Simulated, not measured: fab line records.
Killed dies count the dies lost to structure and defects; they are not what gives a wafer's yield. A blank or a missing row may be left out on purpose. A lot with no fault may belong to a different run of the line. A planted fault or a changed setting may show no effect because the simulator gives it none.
Which tool was responsible? | flow n5Finfet | 72 wafers from 24 lots sampled at 6 of the route's 1938 steps

## WHAT THE GAUGES READ, wafer by wafer
N5_BEOL_M10_OVL_MEAS_12.
lot  | measured     | on         | M10_OVL (nm)
L074 | day 9 20:01  | overlay-02 | 0.3 -1.0 -0.7
L075 | day 10 02:15 | overlay-01 | 0.1 0.5 1.0
L076 | day 10 03:12 | overlay-01 | 1.2 0.9 0.3
L078 | day 10 08:05 | overlay-01 | -0.4 -0.6 -0.5
L077 | day 10 11:13 | overlay-02 | -0.4 0.7 -2.0
L079 | day 11 06:38 | overlay-01 | -0.5 -0.3 0.0
L080 | day 11 17:31 | overlay-01 | 0.4 -0.2 -0.6
L083 | day 12 06:18 | overlay-02 | -0.4 0.0 -0.8
L081 | day 12 06:35 | overlay-02 | 1.1 0.3 0.5
L084 | day 12 06:30 | overlay-02 | 0.9 0.4 0.3
L082 | day 12 08:37 | overlay-01 | -0.3 -0.8 -0.2
L085 | day 12 12:11 | overlay-02 | 0.3 -1.5 0.0
L087 | day 12 09:40 | overlay-02 | -1.2 -0.5 -0.6
L086 | day 12 13:12 | overlay-01 | 0.8 0.7 0.8
L089 | day 13 22:29 | overlay-02 | 1.7 0.1 -1.2
L090 | day 13 22:17 | overlay-02 | -1.4 -1.8 -0.2
L088 | day 13 22:50 | overlay-02 | -0.6 -0.2 -1.0
L092 | day 14 11:34 | overlay-02 | 0.7 0.4 -0.4
L091 | day 14 11:20 | overlay-01 | 0.8 0.4 0.6
L093 | day 14 17:59 | overlay-02 | -0.9 -0.8 -0.1
L095 | day 15 01:49 | overlay-02 | 1.1 0.6 -0.9
L094 | day 15 07:55 | overlay-02 | 0.5 -0.1 -0.1
L097 | day 15 16:02 | overlay-02 | 0.0 0.5 0.5
L096 | day 16 09:41 | overlay-01 | 1.6 -0.1 1.6

## TOOL THAT RAN EACH LOT (tool first, then ch and the chambers of the sampled wafers, then the start)
lot  | N5_BEOL_M9_HM_OPEN_17            | N5_BEOL_M9_STRIP_19               | N5_BEOL_M9_VIA_ETCH_34            | N5_BEOL_M9_SURFACE_TREAT_79 | N5_BEOL_M9_ANNEAL_51
L074 | rieMetal-01 ch 0,1, day 9 14:06  | rieDiel-04 ch 1,2, day 9 14:13    | rieDiel-04 ch 0,1, day 9 15:28    | pvdSputter-01, day 9 16:38  | rtpAnneal-02 ch 0, day 9 17:43
L075 | rieMetal-02 ch 0,1, day 9 20:14  | rieDiel-04 ch 1,2, day 9 20:21    | rieDiel-01 ch 0,1, day 9 21:22    | pvdSputter-03, day 9 23:06  | rtpAnneal-02 ch 0, day 9 23:32
L076 | rieMetal-02 ch 0,1, day 9 20:53  | rieDiel-01 ch 1,3, day 9 21:01    | rieDiel-04 ch 0,1, day 9 21:56    | pvdSputter-03, day 9 23:23  | rtpAnneal-01 ch 0, day 10 00:11
L078 | rieMetal-01 ch 0,1, day 9 23:41  | rieDiel-01 ch 0,1,3, day 9 23:49  | rieDiel-03 ch 2,3, day 10 01:38   | pvdSputter-03, day 10 03:25 | rtpAnneal-02 ch 0, day 10 04:23
L077 | rieMetal-01 ch 0,1, day 10 03:54 | rieDiel-04 ch 0,1,2, day 10 04:01 | rieDiel-01 ch 2,3, day 10 05:51   | pvdSputter-01, day 10 07:55 | rtpAnneal-01 ch 0, day 10 08:23
L079 | rieMetal-03 ch 0,1, day 10 15:44 | rieDiel-03 ch 1,2,3, day 10 15:53 | rieDiel-03 ch 1,3, day 10 20:28   | pvdSputter-03, day 11 00:20 | rtpAnneal-02 ch 0, day 11 02:44
L080 | rieMetal-01 ch 0,1, day 11 10:20 | rieDiel-04 ch 3, day 11 10:27     | rieDiel-03 ch 0,3, day 11 12:11   | pvdSputter-03, day 11 14:07 | rtpAnneal-01 ch 0, day 11 14:36
L083 | rieMetal-01 ch 0,1, day 11 22:53 | rieDiel-01 ch 0,1, day 11 23:00   | rieDiel-01 ch 0,1, day 11 23:40   | pvdSputter-01, day 12 01:22 | rtpAnneal-01 ch 0, day 12 02:28
L081 | rieMetal-01 ch 0, day 12 00:10   | rieDiel-01 ch 2,3, day 12 00:17   | rieDiel-03 ch 1,2,3, day 12 01:53 | pvdSputter-02, day 12 03:14 | rtpAnneal-02 ch 0, day 12 03:54
L084 | rieMetal-01 ch 1, day 12 00:41   | rieDiel-04 ch 0,1, day 12 00:49   | rieDiel-01 ch 0,1, day 12 01:44   | pvdSputter-03, day 12 03:05 | rtpAnneal-01 ch 0, day 12 03:36
L082 | rieMetal-03 ch 0,1, day 12 01:34 | rieDiel-03 ch 2,3, day 12 01:40   | rieDiel-03 ch 0,2,3, day 12 02:49 | pvdSputter-03, day 12 05:14 | rtpAnneal-01 ch 0, day 12 05:58
L085 | rieMetal-01 ch 0,1, day 12 03:22 | rieDiel-04 ch 0,3, day 12 03:28   | rieDiel-01 ch 2,3, day 12 05:19   | pvdSputter-03, day 12 07:18 | rtpAnneal-02 ch 0, day 12 07:56
L087 | rieMetal-03 ch 0,1, day 12 03:37 | rieDiel-03 ch 1,2, day 12 03:44   | rieDiel-04 ch 0,1, day 12 05:17   | pvdSputter-03, day 12 07:16 | rtpAnneal-02 ch 0, day 12 07:40
L086 | rieMetal-03 ch 0,1, day 12 07:09 | rieDiel-03 ch 0,2,3, day 12 07:16 | rieDiel-04 ch 0,1,3, day 12 07:56 | pvdSputter-01, day 12 09:14 | rtpAnneal-02 ch 0, day 12 11:09
L089 | rieMetal-03 ch 0,1, day 13 14:35 | rieDiel-01 ch 2,3, day 13 14:58   | rieDiel-01 ch 2,3, day 13 16:44   | pvdSputter-01, day 13 18:31 | rtpAnneal-01 ch 0, day 13 19:45
L090 | rieMetal-03 ch 0,1, day 13 15:28 | rieDiel-01 ch 2,3, day 13 15:34   | rieDiel-04 ch 2,3, day 13 16:41   | pvdSputter-03, day 13 18:22 | rtpAnneal-01 ch 0, day 13 19:18
L088 | rieMetal-02 ch 0,1, day 13 15:41 | rieDiel-01 ch 0,2, day 13 15:52   | rieDiel-04 ch 2,3, day 13 17:20   | pvdSputter-03, day 13 18:53 | rtpAnneal-01 ch 0, day 13 20:37
L092 | rieMetal-03 ch 0,1, day 14 00:11 | rieDiel-01 ch 2,3, day 14 00:22   | rieDiel-03 ch 0,1,2, day 14 03:53 | pvdSputter-02, day 14 06:31 | rtpAnneal-01 ch 0, day 14 07:11
L091 | rieMetal-01 ch 0,1, day 14 00:51 | rieDiel-01 ch 0,3, day 14 01:07   | rieDiel-01 ch 1,2,3, day 14 03:37 | pvdSputter-02, day 14 06:28 | rtpAnneal-01 ch 0, day 14 06:55
L093 | rieMetal-01 ch 0,1, day 14 11:03 | rieDiel-01 ch 0,3, day 14 11:10   | rieDiel-04 ch 1,3, day 14 13:38   | pvdSputter-02, day 14 15:08 | rtpAnneal-01 ch 0, day 14 15:37
L095 | rieMetal-01 ch 0,1, day 14 19:22 | rieDiel-01 ch 1,3, day 14 19:26   | rieDiel-03 ch 1,2, day 14 21:20   | pvdSputter-01, day 14 22:35 | rtpAnneal-02 ch 0, day 14 23:08
L094 | rieMetal-01 ch 0,1, day 14 22:37 | rieDiel-04 ch 0,2,3, day 14 22:43 | rieDiel-01 ch 0,1,3, day 15 00:49 | pvdSputter-02, day 15 02:14 | rtpAnneal-02 ch 0, day 15 03:28
L097 | rieMetal-03 ch 0,1, day 15 08:38 | rieDiel-04 ch 0,1,2, day 15 08:44 | rieDiel-01 ch 0,1,3, day 15 09:49 | pvdSputter-03, day 15 11:38 | rtpAnneal-01 ch 0, day 15 12:08
L096 | rieMetal-02 ch 0,1, day 16 03:01 | rieDiel-03 ch 0,2,3, day 16 03:05 | rieDiel-03 ch 0,2,3, day 16 04:29 | pvdSputter-03, day 16 05:58 | rtpAnneal-02 ch 0, day 16 06:53
- N5_BEOL_M9_HM_OPEN_17: chemistry Cl2/BCl3, target TiN, target depth 20 nm, overetch 6 nm.
- N5_BEOL_M9_STRIP_19: strips in O2.
- N5_BEOL_M9_VIA_ETCH_34: etches SiCOH lowk in C4F6/O2, target depth 182.4 nm, time 68.4 s.
- N5_BEOL_M9_SURFACE_TREAT_79
- N5_BEOL_M9_ANNEAL_51: time 90 s.

## AS READ BY THE TOOLS THEMSELVES (means over the sampled wafers that have a number; for cases with no such wafer, the mark the record gives instead)
N5_BEOL_M9_HM_OPEN_17.
lot  | tool        | drypumpMotorCurrentA (A) | oesProductAu (a.u.) | rfFwdPowerW (W) | throttleValvePct (%)
L074 | rieMetal-01 | 5.8                      | 0.69                | 996             | 22.22
L075 | rieMetal-02 | 5.3                      | 0.62                | 996             | 22.21
L076 | rieMetal-02 | 5.7                      | 0.67                | 992             | 22.25
L078 | rieMetal-01 | 5.8                      | 0.69                | 992             | 22.21
L077 | rieMetal-01 | 5.8                      | 0.69                | 995             | 22.21
L079 | rieMetal-03 | 5.7                      | 0.68                | 994             | 21.96
L080 | rieMetal-01 | 5.8                      | 0.67                | 992             | 22.22
L083 | rieMetal-01 | 5.8                      | 0.68                | 993             | 22.23
L081 | rieMetal-01 | 5.3                      | 0.72                | 990             | 22.00
L084 | rieMetal-01 | 6.1                      | 0.65                | 991             | 22.33
L082 | rieMetal-03 | 5.5                      | 0.69                | 994             | 21.79
L085 | rieMetal-01 | 5.6                      | 0.70                | 991             | 22.11
L087 | rieMetal-03 | 5.5                      | 0.70                | 993             | 21.79
L086 | rieMetal-03 | 5.7                      | 0.67                | 992             | 21.98
L089 | rieMetal-03 | 5.7                      | 0.66                | 994             | 21.96
L090 | rieMetal-03 | 5.5                      | 0.69                | 992             | 21.81
L088 | rieMetal-02 | 5.7                      | 0.64                | 996             | 22.27
L092 | rieMetal-03 | 5.7                      | 0.66                | 993             | 21.98
L091 | rieMetal-01 | 5.8                      | 0.66                | 991             | 22.24
L093 | rieMetal-01 | 5.6                      | 0.69                | 993             | 22.13
L095 | rieMetal-01 | 5.6                      | 0.69                | 993             | 22.12
L094 | rieMetal-01 | 5.5                      | 0.69                | 989             | 22.13
L097 | rieMetal-03 | 5.5                      | 0.68                | 992             | 21.83
L096 | rieMetal-02 | 5.6                      | 0.72                | 993             | 22.23

N5_BEOL_M9_STRIP_19.
lot  | tool       | drypumpMotorCurrentA (A) | oesProductAu (a.u.) | rfVppV (V) | showerheadPlenumPTorr (Torr) | throttleValvePct (%)
L074 | rieDiel-04 | 5.7                      | 0.77                | 3.2        | 2.08                         | 16.58
L075 | rieDiel-04 | 5.7                      | 0.72                | 3.7        | 2.12                         | 16.79
L076 | rieDiel-01 | 5.8                      | 0.86                | 3.6        | 2.20                         | 16.37
L078 | rieDiel-01 | 5.4                      | 0.85                | 4.4        | 2.20                         | 16.50
L077 | rieDiel-04 | 5.8                      | 0.71                | 3.7        | 2.11                         | 16.75
L079 | rieDiel-03 | 5.4                      | 0.83                | 3.8        | 2.12                         | 16.78
L080 | rieDiel-04 | 6.5                      | 0.70                | 3.6        | 1.99                         | 16.82
L083 | rieDiel-01 | 5.7                      | 0.84                | 3.5        | 2.22                         | 16.41
L081 | rieDiel-01 | 5.5                      | 0.90                | 3.2        | 2.08                         | 16.50
L084 | rieDiel-04 | 5.8                      | 0.90                | 3.6        | 2.10                         | 16.42
L082 | rieDiel-03 | 4.9                      | 0.81                | 3.6        | 2.09                         | 16.89
L085 | rieDiel-04 | 6.3                      | 0.78                | 3.7        | 2.04                         | 16.69
L087 | rieDiel-03 | 5.7                      | 0.82                | 3.4        | 2.15                         | 16.73
L086 | rieDiel-03 | 5.2                      | 0.84                | 3.9        | 2.16                         | 16.81
L089 | rieDiel-01 | 5.4                      | 0.85                | 3.7        | 2.10                         | 16.59
L090 | rieDiel-01 | 5.4                      | 0.85                | 3.4        | 2.10                         | 16.59
L088 | rieDiel-01 | 5.4                      | 0.87                | 3.6        | 2.11                         | 16.54
L092 | rieDiel-01 | 5.5                      | 0.86                | 3.3        | 2.07                         | 16.51
L091 | rieDiel-01 | 5.2                      | 0.81                | 4.2        | 2.18                         | 16.72
L093 | rieDiel-01 | 5.2                      | 0.81                | 3.9        | 2.18                         | 16.71
L095 | rieDiel-01 | 5.6                      | 0.81                | 3.8        | 2.15                         | 16.56
L094 | rieDiel-04 | 6.0                      | 0.82                | 3.5        | 2.09                         | 16.62
L097 | rieDiel-04 | 5.8                      | 0.85                | 3.4        | 2.10                         | 16.50
L096 | rieDiel-03 | 5.1                      | 0.81                | 3.5        | 2.15                         | 16.84

N5_BEOL_M9_VIA_ETCH_34.
lot  | tool       | drypumpMotorCurrentA (A) | oesProductAu (a.u.) | rfFwdPowerW (W) | rfVppV (V) | showerheadPlenumPTorr (Torr) | throttleValvePct (%)
L074 | rieDiel-04 | 5.7                      | 0.77                | 342.2           | 674        | 2.81                         | 20.75
L075 | rieDiel-01 | 5.4                      | 0.85                | 342.2           | 670        | 3.01                         | 20.73
L076 | rieDiel-04 | 5.7                      | 0.76                | 342.6           | 674        | 2.81                         | 20.75
L078 | rieDiel-03 | 4.9                      | 0.83                | 342.1           | 663        | 2.84                         | 21.12
L077 | rieDiel-01 | 5.5                      | 0.94                | 342.1           | 667        | 2.84                         | 20.78
L079 | rieDiel-03 | 5.5                      | 0.83                | 342.4           | 662        | 2.85                         | 20.95
L080 | rieDiel-03 | 5.1                      | 0.91                | 343.4           | 665        | 2.95                         | 20.95
L083 | rieDiel-01 | 5.7                      | 0.83                | 341.6           | 673        | 2.99                         | 20.60
L081 | rieDiel-03 | 5.4                      | 0.81                | 341.8           | 662        | 2.87                         | 21.06
L084 | rieDiel-01 | 5.7                      | 0.83                | 340.9           | 672        | 2.99                         | 20.60
L082 | rieDiel-03 | 5.1                      | 0.85                | 341.8           | 663        | 2.92                         | 21.06
L085 | rieDiel-01 | 5.4                      | 0.86                | 341.3           | 670        | 2.86                         | 20.84
L087 | rieDiel-04 | 5.8                      | 0.90                | 341.8           | 676        | 2.86                         | 20.72
L086 | rieDiel-04 | 6.0                      | 0.81                | 342.0           | 670        | 2.79                         | 20.80
L089 | rieDiel-01 | 5.5                      | 0.88                | 341.8           | 667        | 2.82                         | 20.83
L090 | rieDiel-04 | 6.0                      | 0.86                | 343.7           | 661        | 2.84                         | 20.88
L088 | rieDiel-04 | 6.3                      | 0.78                | 341.9           | 661        | 2.77                         | 20.97
L092 | rieDiel-03 | 5.5                      | 0.84                | 340.0           | 662        | 2.96                         | 21.00
L091 | rieDiel-01 | 5.7                      | 0.84                | 341.0           | 671        | 2.89                         | 20.72
L093 | rieDiel-04 | 6.0                      | 0.75                | 341.6           | 667        | 2.73                         | 20.75
L095 | rieDiel-03 | 5.6                      | 0.80                | 340.8           | 660        | 2.94                         | 21.11
L094 | rieDiel-01 | 5.5                      | 0.80                | 340.9           | 673        | 2.95                         | 20.78
L097 | rieDiel-01 | 5.5                      | 0.81                | 341.4           | 672        | 2.94                         | 20.79
L096 | rieDiel-03 | 5.1                      | 0.81                | 341.8           | 663        | 2.91                         | 21.09

N5_BEOL_M9_ANNEAL_51.
lot  | tool         | wafer_temp_C_max
L074 | rtpAnneal-02 | 225.5
L075 | rtpAnneal-02 | 225.8
L076 | rtpAnneal-01 | 226.4
L078 | rtpAnneal-02 | 225.5
L077 | rtpAnneal-01 | 225.9
L079 | rtpAnneal-02 | 225.6
L080 | rtpAnneal-01 | 226.3
L083 | rtpAnneal-01 | 226.4
L081 | rtpAnneal-02 | 225.8
L084 | rtpAnneal-01 | 226.2
L082 | rtpAnneal-01 | 226.4
L085 | rtpAnneal-02 | 225.4
L087 | rtpAnneal-02 | 225.7
L086 | rtpAnneal-02 | 225.7
L089 | rtpAnneal-01 | 226.4
L090 | rtpAnneal-01 | 226.4
L088 | rtpAnneal-01 | 226.3
L092 | rtpAnneal-01 | 226.1
L091 | rtpAnneal-01 | 226.2
L093 | rtpAnneal-01 | 226.3
L095 | rtpAnneal-02 | 225.9
L094 | rtpAnneal-02 | 225.9
L097 | rtpAnneal-01 | 226.3
L096 | rtpAnneal-02 | 225.9

## THE ANSWER, worked out from the rows above alone
Rule: the lots themselves supply what counts as usual. The widest of any qualifying gaps counts: lots, ordered by their means at a reading, are off when they make up no more than a third of the lots, leave a main group of 4 or more, and stand apart from it by 3 or more times the standard deviation of that group's means. If all means in a main group match to the digits the tables above print for the reading, that group is not used. Also off: a lot with no number at a reading for which 4 or more lots have one. Where the step has rows for the other lots, those lots are counted as sound. Order of review: gauges by route order, followed by the tools' own readings, for which a lot's mean as printed above is used. At the first step where some lot is off, the reading lying furthest off is the one used; lots without a number count as furthest.
Nothing can be told from this: no lot is off at any reading shown.

## WHAT THE SIMULATOR PUT IN
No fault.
